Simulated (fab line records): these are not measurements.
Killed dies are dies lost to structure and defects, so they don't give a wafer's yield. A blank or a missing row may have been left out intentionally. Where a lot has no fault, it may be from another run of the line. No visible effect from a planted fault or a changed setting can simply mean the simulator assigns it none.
Matching of chambers | flow n5-finfet | N5_BEOL_M4_ETCH_70 on rie-diel-04: 4 sister chambers
The step etches SOC in N2/H2, target depth 80 nm, overetch 24 nm, time 130 s. 4 wafers are shown with their chamber, then 7 later ones without.

== WAFERS, EACH WITH ITS CHAMBER ==
wafer  | chamber | showerhead-plenum-p-Torr (Torr)
L634.6 | 0       | 2.41
L646.4 | 1       | 2.54
L648.2 | 2       | 2.60
L648.3 | 3       | 2.61

== WAFERS MISSING THEIR CHAMBER ==
wafer  | showerhead-plenum-p-Torr (Torr)
L648.5 | 2.61
L653.2 | 2.59
L653.4 | 2.71
L653.6 | 2.71
L655.2 | 2.59
L655.3 | 2.60
L655.5 | 2.61

== WHICH CHAMBER EACH ONE RAN IN ==
wafer  | from the rows above          | in truth
L648.5 | can't be placed: 3 or 2 or 1 | 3
L653.2 | can't be placed: 2 or 3 or 1 | 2
L653.4 | can't be placed: 3 or 2 or 1 | 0
L653.6 | can't be placed: 3 or 2 or 1 | 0
L655.2 | can't be placed: 2 or 3 or 1 | 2
L655.3 | can't be placed: 2 or 3 or 1 | 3
L655.5 | can't be placed: 3 or 2 or 1 | 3
0 of 7 placed correctly. Unplaceable from these rows: 7, with the true chamber sitting among the candidates in 5. 0 placed wrongly.
How it was worked out, from the rows above alone: a wafer's distance from a chamber is the root of the sum, over the readings, of the square of ((its reading less the chamber's mean) divided by the reading's scatter). If the next closest chamber is less than 2 further off than the closest, the wafer can't be placed; otherwise it belongs to the closest. Each chamber's mean is taken over the wafers shown for it. The scatter (one wafer shown for each chamber): square how far every hidden wafer sits from the nearest shown wafer, average those squares and take the square root.
